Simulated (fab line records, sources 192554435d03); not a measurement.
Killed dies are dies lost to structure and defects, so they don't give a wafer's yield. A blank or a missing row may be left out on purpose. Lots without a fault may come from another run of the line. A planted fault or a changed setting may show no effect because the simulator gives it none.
Which tool did it? | flow n5_finfet | 10 lots, 29 wafers sampled, at 6 steps of a route of 1938

WHAT THE GAUGES READ, wafer by wafer
N5_BEOL_M3_RS_MEAS_58: measures by four-point-probe. Usual: M3_RS 0.69 ohm/sq, standard deviation 0.03.
lot  | measured     | on            | M3_RS (ohm/sq) | flag
L523 | day 7 08:44  | film_metro-02 | 0.66 0.69 0.67 |
L524 | day 8 03:12  | film_metro-02 | 0.71 0.72 0.68 |
L528 | day 8 17:40  | film_metro-01 | 0.68 0.73 0.69 |
L530 | day 9 16:26  | film_metro-02 | 0.68 0.67 0.65 |
L532 | day 9 17:56  | film_metro-01 | 0.71 0.63 0.69 |
L533 | day 9 20:36  | film_metro-01 | 0.71 0.69 0.68 |
L538 | day 11 11:52 | film_metro-01 | 0.69 0.73 0.72 |
L539 | day 11 16:34 | film_metro-01 | 0.73 0.68 0.66 |
L541 | day 11 18:31 | film_metro-01 | 0.71 0.68      |
L540 | day 11 19:16 | film_metro-02 | 0.73 0.68 0.70 |

N5_BEOL_M4_THK_MEAS_01. Usual: M4_ILD_THK 79.2 nm, standard deviation 0.99.
lot  | measured     | on            | M4_ILD_THK (nm)   | flag
L523 | day 7 08:52  | film_metro-02 | 78.3 78.8 79.5    |
L524 | day 8 03:21  | film_metro-02 | 77.8 79.1 79.0    |
L528 | day 8 17:48  | film_metro-01 | 79.4 78.0 78.7    |
L530 | day 9 16:34  | film_metro-01 | 79.2 78.1 81.4    |
L532 | day 9 18:04  | film_metro-01 | 78.5 80.0 80.6    |
L533 | day 9 20:45  | film_metro-01 | 78.9 78.3 79.4    |
L538 | day 11 12:00 | film_metro-01 | 145.7 142.8 144.7 | OFF
L539 | day 11 16:41 | film_metro-01 | 142.4 145.6 146.0 | OFF
L541 | day 11 18:39 | film_metro-02 | 78.9 80.3         |
L540 | day 11 19:23 | film_metro-01 | 142.4 144.5 144.8 | OFF

N5_BEOL_M4_RC_MEAS_101. Usual: DIBL_N 36.9 mV/V, standard deviation 1.7; DIBL_P 37.3 mV/V, standard deviation 2.3; IOFF_N 0.16 nA/um, standard deviation 0.033; IOFF_P 0.22 nA/um, standard deviation 0.04; ION_N 673 uA/um, standard deviation 12; ION_P 463 uA/um, standard deviation 8; SS_N 71.6 mV/dec, standard deviation 0.58; SS_P 73.4 mV/dec, standard deviation 0.74; VT_N 250 mV, standard deviation 3.2; VT_P -250 mV, standard deviation 3.4.
lot  | measured     | on        | DIBL_N (mV/V)  | DIBL_P (mV/V)  | IOFF_N (nA/um) | IOFF_P (nA/um) | ION_N (uA/um) | ION_P (uA/um) | SS_N (mV/dec)  | SS_P (mV/dec)  | VT_N (mV)   | VT_P (mV)      | flag
L523 | day 7 21:47  | prober-01 | 38.3 39.7 36.7 | 40.6 42.2 38.1 | 0.22 0.25 0.18 | 0.29 0.33 0.24 | 691 681 675   | 471 473 467   | 71.8 73.0 72.2 | 74.1 74.5 73.4 | 247 243 250 | -247 -244 -248 |
L524 | day 8 13:19  | prober-02 | 35.8 36.7 36.7 | 38.3 38.5 39.2 | 0.15 0.16 0.16 | 0.19 0.20 0.21 | 669 675 667   | 455 463 458   | 71.9 71.5 71.4 | 74.0 73.6 74.5 | 251 249 250 | -256 -255 -254 |
L528 | day 9 07:04  | prober-01 | 36.9 34.3 35.0 | 36.3 33.5 33.1 | 0.17 0.14 0.13 | 0.20 0.17 0.16 | 665 684 660   | 451 461 446   | 71.1 70.8 71.4 | 73.1 73.1 72.3 | 251 250 253 | -252 -257 -257 |
L530 | day 10 02:21 | prober-01 | 40.5 37.7 36.3 | 41.6 37.0 35.5 | 0.24 0.17 0.14 | 0.30 0.21 0.19 | 687 668 661   | 473 462 454   | 72.5 71.4 71.3 | 74.3 73.4 72.9 | 245 249 251 | -245 -250 -251 |
L532 | day 10 06:06 | prober-01 | 38.8 40.4 39.5 | 40.5 43.5 43.2 | 0.21 0.25 0.25 | 0.24 0.30 0.30 | 681 695 703   | 464 458 476   | 71.4 72.5 71.6 | 74.4 75.2 75.5 | 245 245 241 | -252 -245 -247 |
L533 | day 10 09:36 | prober-02 | 38.0 37.7 37.2 | 39.0 38.5 37.2 | 0.20 0.17 0.16 | 0.30 0.29 0.25 | 690 669 673   | 487 474 471   | 71.6 71.6 71.3 | 73.9 74.0 72.9 | 245 251 251 | -242 -245 -245 |
L541 | day 12 07:57 | prober-01 | 36.9 35.7      | 35.1 34.5      | 0.13 0.13      | 0.20 0.19      | 654 661       | 456 453       | 71.3 71.7      | 73.8 73.3      | 256 252     | -252 -251      |

WHICH TOOL RAN EACH LOT (tool, then ch and the chambers of the sampled wafers, then the start)
lot  | N5_BEOL_M3_ANNEAL_95         | N5_BEOL_M3_CO_CAP_55             | N5_BEOL_M4_ILD_DEP_00
L523 | pvd_sputter-01, day 7 07:29  | cvd_co-01 ch 1,2, day 7 08:31    | pecvd-01 ch 1,2, day 7 08:47
L524 | pvd_sputter-02, day 8 01:59  | cvd_co-01 ch 0,2, day 8 02:59    | pecvd-01 ch 0,2, day 8 03:16
L528 | pvd_sputter-02, day 8 16:28  | cvd_co-01 ch 1,2, day 8 17:29    | pecvd-04 ch 0,1, day 8 17:44
L530 | pvd_sputter-02, day 9 14:57  | cvd_co-01 ch 0,1,2, day 9 16:15  | pecvd-03 ch 0,1, day 9 16:30
L532 | pvd_sputter-01, day 9 16:44  | cvd_co-01 ch 0,1,2, day 9 17:45  | pecvd-01 ch 0,1,2, day 9 17:59
L533 | pvd_sputter-01, day 9 19:25  | cvd_co-02 ch 0,1,2, day 9 20:25  | pecvd-04 ch 0,1, day 9 20:40
L538 | pvd_sputter-01, day 11 10:40 | cvd_co-02 ch 0,1,2, day 11 11:41 | pecvd-01 ch 0,2, day 11 11:56
L539 | pvd_sputter-03, day 11 15:22 | cvd_co-01 ch 1,2, day 11 16:22   | pecvd-01 ch 0,1, day 11 16:37
L541 | pvd_sputter-03, day 11 17:20 | cvd_co-01 ch 0, day 11 18:20     | pecvd-03 ch 0,2, day 11 18:35
L540 | pvd_sputter-01, day 11 18:03 | cvd_co-02 ch 0,1, day 11 19:04   | pecvd-01 ch 0,2, day 11 19:19
- N5_BEOL_M3_ANNEAL_95: time 240 s.
- N5_BEOL_M3_CO_CAP_55: material Co, precursor CCTBA/H2, target thk 2 nm, time 102.1 s.
- N5_BEOL_M4_ILD_DEP_00: deposits SiOC from DEMS/O2, target thk 79 nm, time 15.3 s.

WHAT THE TOOLS THEMSELVES READ (means of the sampled wafers that have a number; where no wafer has one, the mark that the record gives instead)
N5_BEOL_M3_ANNEAL_95. Usual: heater_power_w 810 W, standard deviation 71; susceptor_temp_C 400.01 C, standard deviation 0.21.
lot  | tool           | heater_power_w (W) | susceptor_temp_C (C) | flag
L523 | pvd_sputter-01 | 861                | 400.01               |
L524 | pvd_sputter-02 | 740                | 399.86               |
L528 | pvd_sputter-02 | 769                | 400.22               |
L530 | pvd_sputter-02 | 799                | 400.13               |
L532 | pvd_sputter-01 | 879                | 400.00               |
L533 | pvd_sputter-01 | 883                | 399.91               |
L538 | pvd_sputter-01 | 872                | 400.12               |
L539 | pvd_sputter-03 | 741                | 400.07               |
L541 | pvd_sputter-03 | 703                | 399.89               |
L540 | pvd_sputter-01 | 875                | 399.97               |

N5_BEOL_M3_CO_CAP_55. Usual: heater_power_w 226 W, standard deviation 17; susceptor_temp_C 199.99 C, standard deviation 0.15.
lot  | tool      | heater_power_w (W) | susceptor_temp_C (C) | flag
L523 | cvd_co-01 | 235                | 199.92               |
L524 | cvd_co-01 | 238                | 200.12               |
L528 | cvd_co-01 | 226                | 199.84               |
L530 | cvd_co-01 | 238                | 200.05               |
L532 | cvd_co-01 | 233                | 200.08               |
L533 | cvd_co-02 | 217                | 199.85               |
L538 | cvd_co-02 | 217                | 200.04               |
L539 | cvd_co-01 | 239                | 200.02               |
L541 | cvd_co-01 | 247                | 199.90               |
L540 | cvd_co-02 | 209                | 199.82               |

N5_BEOL_M4_ILD_DEP_00. Usual: heater_power_w 555 W, standard deviation 97; showerhead_plenum_p_Torr 5.689 Torr, standard deviation 0.012; susceptor_temp_C 350.02 C, standard deviation 0.19; throttle_valve_pct 11.9 %, standard deviation 0.48.
lot  | tool     | heater_power_w (W) | showerhead_plenum_p_Torr (Torr) | susceptor_temp_C (C) | throttle_valve_pct (%) | flag
L523 | pecvd-01 | 596                | 5.690                           | 349.74               | 11.4                   |
L524 | pecvd-01 | 617                | 5.692                           | 350.02               | 11.5                   |
L528 | pecvd-04 | 373                | 5.682                           | 350.16               | 11.8                   |
L530 | pecvd-03 | 589                | 5.692                           | 350.14               | 11.8                   |
L532 | pecvd-01 | 623                | 5.686                           | 349.97               | 12.0                   |
L533 | pecvd-04 | 430                | 5.685                           | 350.01               | 11.9                   |
L538 | pecvd-01 | 644                | 5.706                           | 350.06               | 11.9                   |
L539 | pecvd-01 | 655                | 5.695                           | 349.78               | 12.3                   |
L541 | pecvd-03 | 506                | 5.684                           | 350.12               | 11.8                   |
L540 | pecvd-01 | 625                | 5.690                           | 350.03               | 11.4                   |

THE ANSWER, worked out from the rows above alone
Rule: a lot is off if the mean of its wafers that have a number lies more than 3 standard deviations from the usual mean. A lot without any number at a reading at which 4 lots or more have one is off too. The other lots that the step has rows for count as sound. The gauges are gone through in route order, then the tools' own readings, and for those a lot's mean is taken as printed above. The first step at which some lot is off is used, and at that step the reading that is off furthest; a lot without a number counts as furthest.
Off: L538, L539, L540, at N5_BEOL_M4_THK_MEAS_01 (M4_ILD_THK).
A tool fits if, at a process step before that reading, it ran every lot that is off, and no sound lot after the first of them. The gauges at N5_BEOL_M4_THK_MEAS_01 are tried like those tools. Can't be told from this: 2 tools fit, pecvd-01 at N5_BEOL_M4_ILD_DEP_00, film_metro-01 at N5_BEOL_M4_THK_MEAS_01.

WHAT THE SIMULATOR HAD PUT IN
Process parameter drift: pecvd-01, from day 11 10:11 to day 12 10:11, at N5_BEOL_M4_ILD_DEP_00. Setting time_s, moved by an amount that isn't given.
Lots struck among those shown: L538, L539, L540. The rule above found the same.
